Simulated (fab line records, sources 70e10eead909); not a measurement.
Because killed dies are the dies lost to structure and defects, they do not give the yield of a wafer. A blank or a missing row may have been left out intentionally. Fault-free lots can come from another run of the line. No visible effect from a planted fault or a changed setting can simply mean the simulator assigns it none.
Which tool was responsible? ; flow nand harc ; Sampling: 12 lots, 36 wafers, 5 of 1159 route steps

## WHAT EACH GAUGE READ, for each wafer
NHARC_A_CHANNEL_HOLE_D1_INSPECT_40. Usual: raw defect count 61, standard deviation 18.
lot;measured;on;raw defect count;flag
L181;day 8 08:31;defect inspect-02;48 61 46;
L182;day 9 06:27;defect inspect-02;44 43 53;
L183;day 9 06:36;defect inspect-02;65 71 42;
L185;day 9 21:31;defect inspect-01;85 51 49;
L184;day 9 21:40;defect inspect-01;74 67 103;
L187;day 10 13:38;defect inspect-01;73 46 46;
L189;day 10 18:56;defect inspect-01;44 67 70;
L190;day 10 20:04;defect inspect-01;740 762 810;OFF
L193;day 11 21:40;defect inspect-02;773 759 778;OFF
L199;day 13 02:04;defect inspect-01;98 112 102;
L200;day 13 17:35;defect inspect-01;72 70 71;
L203;day 14 12:04;defect inspect-02;54 47 52;

NHARC_END_SORT_01. Usual: killed at array 29, standard deviation 13; killed at other 0.7, standard deviation 1; killed at periphery 3.2, standard deviation 2.3; killed dies 33, standard deviation 13; killed open 3.3, standard deviation 1.7; killed short 2.0, standard deviation 1.5.
lot;measured;on;killed at array;killed at other;killed at periphery;killed dies;killed open;killed short;flag
L190;day 22 02:29;prober-01;112 102 74;2 1 0;7 5 6;121 108 80;3 1 4;3 2 0;OFF
L193;day 22 09:26;prober-02;103 54 59;0 0 0;2 5 3;105 59 62;1 1 5;4 2 2;OFF

## TOOL THAT RAN EACH LOT (tool first, then ch and the chambers of the sampled wafers, then the start)
lot;NHARC_P_BONDPAD_ETCH_12;NHARC_P_BONDPAD_ETCH_24;NHARC_A_CHANNEL_HOLE_D1_ETCH_19
L181;rie diel-13 ch 1,3, day 8 02:50 or earlier;rie diel-13 ch 1,2,3, day 8 02:50 or earlier;har etch-01 ch 0,1, day 8 02:50
L182;rie diel-13 ch 0,3, day 7 03:44 or earlier;rie diel-13 ch 0,2, day 7 03:44;har etch-02 ch 0,1, day 9 00:38
L183;rie diel-08 ch 0,1,2, day 9 00:54 or earlier;rie diel-08 ch 1,2,3, day 9 00:54 or earlier;har etch-01 ch 0,1, day 9 00:54
L185;rie diel-13 ch 2,3, day 7 18:00;rie diel-13 ch 2,3, day 7 18:34;har etch-02 ch 0,1, day 9 15:47
L184;rie diel-13 ch 2,3, day 7 18:48;rie diel-13 ch 2,3, day 7 19:19;har etch-01 ch 0,1, day 9 16:01
L187;rie diel-13 ch 0,1, day 10 07:55 or earlier;rie diel-08 ch 1,2,3, day 10 07:55 or earlier;har etch-02 ch 0,1, day 10 07:55
L189;rie diel-13 ch 2,3, day 8 16:44 or earlier;rie diel-13 ch 1,3, day 8 16:44;har etch-01 ch 1, day 10 13:16
L190;rie diel-08 ch 0,2,3, day 10 14:23 or earlier;rie diel-08 ch 0,1,3, day 10 14:23 or earlier;har etch-02 ch 0,1, day 10 14:23
L193;rie diel-13 ch 0,1,3, day 11 15:56 or earlier;rie diel-09 ch 1,2,3, day 11 15:56 or earlier;har etch-02 ch 0,1, day 11 15:56
L199;rie diel-13 ch 1,2, day 12 20:20 or earlier;rie diel-13 ch 0,2,3, day 12 20:20 or earlier;har etch-01 ch 0,1, day 12 20:20
L200;rie diel-13 ch 0,1,3, day 13 11:53 or earlier;rie diel-13 ch 0,1,3, day 13 11:53 or earlier;har etch-01 ch 0,1, day 13 11:53
L203;rie diel-09 ch 0,2,3, day 14 06:25 or earlier;rie diel-09 ch 2,3, day 14 06:25 or earlier;har etch-02 ch 0,1, day 14 06:25
- NHARC_P_BONDPAD_ETCH_12: etches the open film in CHF3/O2, target depth 200 nm, time 100 s.
- NHARC_P_BONDPAD_ETCH_24: etches the open film in CF4/N2, target depth 30 nm, time 72.99 s.
- NHARC_A_CHANNEL_HOLE_D1_ETCH_19: etches the open film in C4F8/O2/Ar, time 34.5 s.

## WHAT THE TOOLS THEMSELVES READ (means of the sampled wafers that have a number; where no wafer has one, the mark that the record gives instead)
NHARC_P_BONDPAD_ETCH_12. Usual: bias w 199.9 W, standard deviation 0.64; drypump motor current A 5.6 A, standard deviation 0.45; oes product au 0.942 a.u., standard deviation 0.022; rf vpp V 369.5 V, standard deviation 1.6; showerhead plenum p Torr 2.35 Torr, standard deviation 0.067; throttle valve pct 20.571 %, standard deviation 0.0088.
lot;tool;bias w (W);drypump motor current A (A);oes product au (a.u.);rf vpp V (V);showerhead plenum p Torr (Torr);throttle valve pct (%);flag
L181;rie diel-13;199.5;5.2;0.926;368.5;2.33;20.573;
L182;rie diel-13;199.7;5.9;0.955;370.7;2.42;20.571;
L183;rie diel-08;200.1;5.6;0.948;371.2;2.39;20.573;
L185;rie diel-13;199.5;5.5;0.925;368.7;2.32;20.565;
L184;rie diel-13;200.3;5.7;0.930;368.7;2.31;20.567;
L187;rie diel-13;199.5;5.9;0.991;370.0;2.41;20.582;
L189;rie diel-13;201.0;5.7;0.920;368.9;2.31;20.571;
L190;rie diel-08;199.7;5.7;0.944;369.4;2.35;20.560;
L193;rie diel-13;200.5;5.5;0.942;369.6;2.37;20.578;
L199;rie diel-13;199.1;5.4;0.923;368.7;2.30;20.581;
L200;rie diel-13;199.8;5.5;0.974;370.1;2.37;20.566;
L203;rie diel-09;200.5;5.5;0.969;369.8;2.37;20.567;

NHARC_P_BONDPAD_ETCH_24. Usual: bias w 99.93 W, standard deviation 0.29; drypump motor current A 5.6 A, standard deviation 0.43; oes product au 0.999 a.u., standard deviation 0.01; rf vpp V 313.3 V, standard deviation 1.7; showerhead plenum p Torr 2.57 Torr, standard deviation 0.078; throttle valve pct 19.794 %, standard deviation 0.0096.
lot;tool;bias w (W);drypump motor current A (A);oes product au (a.u.);rf vpp V (V);showerhead plenum p Torr (Torr);throttle valve pct (%);flag
L181;rie diel-13;99.79;5.4;0.995;312.3;2.53;19.784;
L182;rie diel-13;99.77;6.2;1.010;314.5;2.63;19.796;
L183;rie diel-08;100.07;5.6;0.997;312.8;2.61;19.799;
L185;rie diel-13;99.95;5.5;0.991;312.8;2.54;19.792;
L184;rie diel-13;99.47;5.5;0.999;311.6;2.54;19.796;
L187;rie diel-08;99.86;5.6;0.995;314.2;2.60;19.798;
L189;rie diel-13;100.07;5.2;1.009;312.2;2.54;19.799;
L190;rie diel-08;100.06;5.7;0.985;313.0;2.53;19.789;
L193;rie diel-09;100.02;5.7;0.995;314.5;2.62;19.795;
L199;rie diel-13;99.98;5.8;0.996;312.8;2.58;19.785;
L200;rie diel-13;100.17;5.5;1.000;313.3;2.59;19.788;
L203;rie diel-09;100.24;5.9;0.996;314.1;2.64;19.787;

NHARC_A_CHANNEL_HOLE_D1_ETCH_19. Usual: drypump motor current A 5.3 A, standard deviation 0.31; he backside leak sccm 5.8 sccm, standard deviation 0.54; showerhead plenum p Torr 3.77 Torr, standard deviation 0.096; throttle valve pct 37.038 %, standard deviation 0.0086.
lot;tool;drypump motor current A (A);he backside leak sccm (sccm);showerhead plenum p Torr (Torr);throttle valve pct (%);flag
L181;har etch-01;5.2;6.0;3.84;37.031;
L182;har etch-02;5.6;5.5;3.72;37.034;
L183;har etch-01;5.0;5.9;3.79;37.032;
L185;har etch-02;5.6;5.3;3.72;37.041;
L184;har etch-01;5.0;5.5;3.78;37.044;
L187;har etch-02;5.6;5.6;3.71;37.043;
L189;har etch-01;5.4;6.1;3.86;37.036;
L190;har etch-02;5.6;5.7;3.71;37.037;
L193;har etch-02;5.5;5.3;3.78;37.035;
L199;har etch-01;5.0;6.0;3.76;37.035;
L200;har etch-01;5.2;6.0;3.80;37.034;
L203;har etch-02;5.5;5.7;3.76;37.038;

## THE ANSWER, worked out from the rows above alone
Rule: a lot counts as off when the mean over its wafers that have a number is more than 3 standard deviations away from the usual mean. A lot without any number at a reading at which 4 lots or more have one is off too. Any other lot the step has rows for is counted as sound. After the gauges, taken in route order, come the tools' own readings; for these a lot's mean is taken, as printed above. At the first step where some lot is off, the reading lying furthest off is the one used; lots without a number count as furthest.
Off: L190, L193, at NHARC_A_CHANNEL_HOLE_D1_INSPECT_40 (raw defect count).
A tool fits if, at a process step before that reading, it ran every lot that is off, and no sound lot after the first of them. The gauges at NHARC_A_CHANNEL_HOLE_D1_INSPECT_40 aren't tried: what is off there is off at NHARC_END_SORT_01 too, on other tools, and a gauge's error can't cause that. NHARC_P_BONDPAD_ETCH_12 gives no start for some lots, so the hours and the order of its lots are those of NHARC_A_CHANNEL_HOLE_D1_ETCH_19. NHARC_P_BONDPAD_ETCH_24 gives no start for some lots, so the hours and the order of its lots are those of NHARC_A_CHANNEL_HOLE_D1_ETCH_19. Of those tried, none fits.

## WHAT THE SIMULATOR HAD PUT IN
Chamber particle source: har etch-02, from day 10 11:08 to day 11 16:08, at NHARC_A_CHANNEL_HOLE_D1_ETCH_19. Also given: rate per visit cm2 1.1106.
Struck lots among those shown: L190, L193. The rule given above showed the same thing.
